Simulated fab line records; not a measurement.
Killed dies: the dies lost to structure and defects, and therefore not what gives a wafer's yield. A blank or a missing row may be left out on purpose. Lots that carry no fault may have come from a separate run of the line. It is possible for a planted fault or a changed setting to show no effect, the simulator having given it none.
What tool caused it? / flow n5_finfet / 24 lots with 72 wafers sampled at 3 steps, on a route of 1938 steps

## WHAT EACH GAUGE READ, for each wafer
N5_BEOL_M12_INSPECT_55: inspects for defects (darkfield).
lot=L074; measured=day 10 17:50; on=defect_inspect-02; raw_defect_count=52 50 45
lot=L075; measured=day 11 01:28; on=defect_inspect-01; raw_defect_count=77 45 80
lot=L077; measured=day 11 10:04; on=defect_inspect-02; raw_defect_count=109 90 73
lot=L078; measured=day 11 13:04; on=defect_inspect-02; raw_defect_count=70 70 83
lot=L079; measured=day 12 01:16; on=defect_inspect-01; raw_defect_count=87 112 101
lot=L080; measured=day 12 08:20; on=defect_inspect-01; raw_defect_count=63 96 76
lot=L082; measured=day 12 20:04; on=defect_inspect-01; raw_defect_count=129 89 91
lot=L081; measured=day 12 22:01; on=defect_inspect-02; raw_defect_count=95 70 57
lot=L083; measured=day 13 17:10; on=defect_inspect-01; raw_defect_count=60 64 71
lot=L084; measured=day 13 21:24; on=defect_inspect-02; raw_defect_count=149 106 106
lot=L086; measured=day 13 22:19; on=defect_inspect-01; raw_defect_count=54 28 55
lot=L085; measured=day 14 03:37; on=defect_inspect-01; raw_defect_count=66 52 53
lot=L087; measured=day 14 07:04; on=defect_inspect-02; raw_defect_count=58 80 40
lot=L089; measured=day 14 13:04; on=defect_inspect-02; raw_defect_count=71 96 51
lot=L088; measured=day 14 17:58; on=defect_inspect-02; raw_defect_count=86 55 73
lot=L090; measured=day 14 21:01; on=defect_inspect-01; raw_defect_count=75 58 58
lot=L091; measured=day 15 11:31; on=defect_inspect-02; raw_defect_count=33 57 33
lot=L092; measured=day 15 11:47; on=defect_inspect-02; raw_defect_count=67 36 47
lot=L093; measured=day 15 13:57; on=defect_inspect-02; raw_defect_count=67 39 72
lot=L094; measured=day 16 17:17; on=defect_inspect-02; raw_defect_count=49 63 65
lot=L076; measured=day 16 20:53; on=defect_inspect-01; raw_defect_count=48 66 54
lot=L095; measured=day 17 01:32; on=defect_inspect-01; raw_defect_count=62 58 94
lot=L097; measured=day 17 14:49; on=defect_inspect-02; raw_defect_count=65 81 52
lot=L096; measured=day 18 09:43; on=defect_inspect-02; raw_defect_count=71 38 55

## TOOL THAT RAN EACH LOT (tool first, then ch and the chambers of the sampled wafers, then the start)
lot=L074; N5_BEOL_M12_SPUTTER_44=pvd_sputter-01, day 10 16:35; N5_BEOL_M12_ANNEAL_48=rtp_anneal-02 ch 0, day 10 17:05
lot=L075; N5_BEOL_M12_SPUTTER_44=pvd_sputter-02, day 11 00:21; N5_BEOL_M12_ANNEAL_48=rtp_anneal-02 ch 0, day 11 00:44
lot=L077; N5_BEOL_M12_SPUTTER_44=pvd_sputter-02, day 11 08:58; N5_BEOL_M12_ANNEAL_48=rtp_anneal-01 ch 0, day 11 09:19
lot=L078; N5_BEOL_M12_SPUTTER_44=pvd_sputter-03, day 11 11:59; N5_BEOL_M12_ANNEAL_48=rtp_anneal-01 ch 0, day 11 12:19
lot=L079; N5_BEOL_M12_SPUTTER_44=pvd_sputter-03, day 12 00:05; N5_BEOL_M12_ANNEAL_48=rtp_anneal-02 ch 0, day 12 00:31
lot=L080; N5_BEOL_M12_SPUTTER_44=pvd_sputter-01, day 12 07:13; N5_BEOL_M12_ANNEAL_48=rtp_anneal-01 ch 0, day 12 07:36
lot=L082; N5_BEOL_M12_SPUTTER_44=pvd_sputter-02, day 12 18:26; N5_BEOL_M12_ANNEAL_48=rtp_anneal-02 ch 0, day 12 19:16
lot=L081; N5_BEOL_M12_SPUTTER_44=pvd_sputter-01, day 12 20:55; N5_BEOL_M12_ANNEAL_48=rtp_anneal-01 ch 0, day 12 21:22
lot=L083; N5_BEOL_M12_SPUTTER_44=pvd_sputter-03, day 13 16:04; N5_BEOL_M12_ANNEAL_48=rtp_anneal-02 ch 0, day 13 16:28
lot=L084; N5_BEOL_M12_SPUTTER_44=pvd_sputter-03, day 13 20:19; N5_BEOL_M12_ANNEAL_48=rtp_anneal-02 ch 0, day 13 20:40
lot=L086; N5_BEOL_M12_SPUTTER_44=pvd_sputter-03, day 13 20:52; N5_BEOL_M12_ANNEAL_48=rtp_anneal-02 ch 0, day 13 21:34
lot=L085; N5_BEOL_M12_SPUTTER_44=pvd_sputter-01, day 14 02:31; N5_BEOL_M12_ANNEAL_48=rtp_anneal-02 ch 0, day 14 02:55
lot=L087; N5_BEOL_M12_SPUTTER_44=pvd_sputter-03, day 14 05:59; N5_BEOL_M12_ANNEAL_48=rtp_anneal-01 ch 0, day 14 06:19
lot=L089; N5_BEOL_M12_SPUTTER_44=pvd_sputter-02, day 14 11:59; N5_BEOL_M12_ANNEAL_48=rtp_anneal-02 ch 0, day 14 12:19
lot=L088; N5_BEOL_M12_SPUTTER_44=pvd_sputter-03, day 14 16:53; N5_BEOL_M12_ANNEAL_48=rtp_anneal-01 ch 0, day 14 17:14
lot=L090; N5_BEOL_M12_SPUTTER_44=pvd_sputter-03, day 14 19:55; N5_BEOL_M12_ANNEAL_48=rtp_anneal-01 ch 0, day 14 20:16
lot=L091; N5_BEOL_M12_SPUTTER_44=pvd_sputter-03, day 15 09:55; N5_BEOL_M12_ANNEAL_48=rtp_anneal-02 ch 0, day 15 10:47
lot=L092; N5_BEOL_M12_SPUTTER_44=pvd_sputter-01, day 15 10:12; N5_BEOL_M12_ANNEAL_48=rtp_anneal-01 ch 0, day 15 11:05
lot=L093; N5_BEOL_M12_SPUTTER_44=pvd_sputter-03, day 15 12:51; N5_BEOL_M12_ANNEAL_48=rtp_anneal-02 ch 0, day 15 13:15
lot=L094; N5_BEOL_M12_SPUTTER_44=pvd_sputter-01, day 16 15:22; N5_BEOL_M12_ANNEAL_48=rtp_anneal-01 ch 0, day 16 16:40
lot=L076; N5_BEOL_M12_SPUTTER_44=pvd_sputter-03, day 16 19:49; N5_BEOL_M12_ANNEAL_48=rtp_anneal-01 ch 0, day 16 20:12
lot=L095; N5_BEOL_M12_SPUTTER_44=pvd_sputter-02, day 17 00:20; N5_BEOL_M12_ANNEAL_48=rtp_anneal-01 ch 0, day 17 00:45
lot=L097; N5_BEOL_M12_SPUTTER_44=pvd_sputter-03, day 17 13:25; N5_BEOL_M12_ANNEAL_48=rtp_anneal-02 ch 0, day 17 13:46
lot=L096; N5_BEOL_M12_SPUTTER_44=pvd_sputter-03, day 18 08:37; N5_BEOL_M12_ANNEAL_48=rtp_anneal-01 ch 0, day 18 08:58
- N5_BEOL_M12_SPUTTER_44: material Ta, target thk 10 nm, time 16.13 s.
- N5_BEOL_M12_ANNEAL_48: time 90 s.

## WHAT THE TOOLS THEMSELVES READ (means of the sampled wafers that have a number; where no wafer has one, the mark that the record gives instead)
N5_BEOL_M12_SPUTTER_44.
lot=L074; tool=pvd_sputter-01; throttle_valve_pct (%)=28.9
lot=L075; tool=pvd_sputter-02; throttle_valve_pct (%)=31.0
lot=L077; tool=pvd_sputter-02; throttle_valve_pct (%)=29.8
lot=L078; tool=pvd_sputter-03; throttle_valve_pct (%)=29.1
lot=L079; tool=pvd_sputter-03; throttle_valve_pct (%)=28.8
lot=L080; tool=pvd_sputter-01; throttle_valve_pct (%)=28.8
lot=L082; tool=pvd_sputter-02; throttle_valve_pct (%)=30.2
lot=L081; tool=pvd_sputter-01; throttle_valve_pct (%)=30.1
lot=L083; tool=pvd_sputter-03; throttle_valve_pct (%)=29.1
lot=L084; tool=pvd_sputter-03; throttle_valve_pct (%)=28.1
lot=L086; tool=pvd_sputter-03; throttle_valve_pct (%)=28.2
lot=L085; tool=pvd_sputter-01; throttle_valve_pct (%)=30.9
lot=L087; tool=pvd_sputter-03; throttle_valve_pct (%)=28.3
lot=L089; tool=pvd_sputter-02; throttle_valve_pct (%)=31.0
lot=L088; tool=pvd_sputter-03; throttle_valve_pct (%)=27.6
lot=L090; tool=pvd_sputter-03; throttle_valve_pct (%)=28.3
lot=L091; tool=pvd_sputter-03; throttle_valve_pct (%)=29.0
lot=L092; tool=pvd_sputter-01; throttle_valve_pct (%)=30.1
lot=L093; tool=pvd_sputter-03; throttle_valve_pct (%)=29.0
lot=L094; tool=pvd_sputter-01; throttle_valve_pct (%)=29.3
lot=L076; tool=pvd_sputter-03; throttle_valve_pct (%)=28.8
lot=L095; tool=pvd_sputter-02; throttle_valve_pct (%)=30.3
lot=L097; tool=pvd_sputter-03; throttle_valve_pct (%)=29.4
lot=L096; tool=pvd_sputter-03; throttle_valve_pct (%)=29.2

N5_BEOL_M12_ANNEAL_48.
lot=L074 tool=rtp_anneal-02 wafer_temp_C_max=225.6
lot=L075 tool=rtp_anneal-02 wafer_temp_C_max=225.6
lot=L077 tool=rtp_anneal-01 wafer_temp_C_max=226.1
lot=L078 tool=rtp_anneal-01 wafer_temp_C_max=226.0
lot=L079 tool=rtp_anneal-02 wafer_temp_C_max=225.7
lot=L080 tool=rtp_anneal-01 wafer_temp_C_max=226.0
lot=L082 tool=rtp_anneal-02 wafer_temp_C_max=225.5
lot=L081 tool=rtp_anneal-01 wafer_temp_C_max=226.3
lot=L083 tool=rtp_anneal-02 wafer_temp_C_max=225.7
lot=L084 tool=rtp_anneal-02 wafer_temp_C_max=225.8
lot=L086 tool=rtp_anneal-02 wafer_temp_C_max=225.7
lot=L085 tool=rtp_anneal-02 wafer_temp_C_max=225.8
lot=L087 tool=rtp_anneal-01 wafer_temp_C_max=226.4
lot=L089 tool=rtp_anneal-02 wafer_temp_C_max=225.6
lot=L088 tool=rtp_anneal-01 wafer_temp_C_max=226.4
lot=L090 tool=rtp_anneal-01 wafer_temp_C_max=226.0
lot=L091 tool=rtp_anneal-02 wafer_temp_C_max=225.9
lot=L092 tool=rtp_anneal-01 wafer_temp_C_max=226.0
lot=L093 tool=rtp_anneal-02 wafer_temp_C_max=225.6
lot=L094 tool=rtp_anneal-01 wafer_temp_C_max=226.2
lot=L076 tool=rtp_anneal-01 wafer_temp_C_max=226.2
lot=L095 tool=rtp_anneal-01 wafer_temp_C_max=225.8
lot=L097 tool=rtp_anneal-02 wafer_temp_C_max=225.7
lot=L096 tool=rtp_anneal-01 wafer_temp_C_max=226.1

## THE ANSWER, worked out from the rows above alone
Rule: the usual values come from the lots themselves. The widest of any qualifying gaps counts: lots, ordered by their means at a reading, are off when they make up no more than a third of the lots, leave a main group of 4 or more, and stand apart from it by 3 or more times the standard deviation of that group's means. Not used: any main group whose means are identical at the precision the tables above print for the reading. Also off: a lot with no number at a reading for which 4 or more lots have one. All remaining lots with rows at the step are treated as sound. Order of review: gauges by route order, followed by the tools' own readings, for which a lot's mean as printed above is used. The first step at which some lot is off is used, and at that step the reading that is off furthest; a lot without a number counts as furthest.
No lot is off on any of the readings shown, so nothing can be concluded from this.

## WHAT HAD BEEN PUT IN BY THE SIMULATOR
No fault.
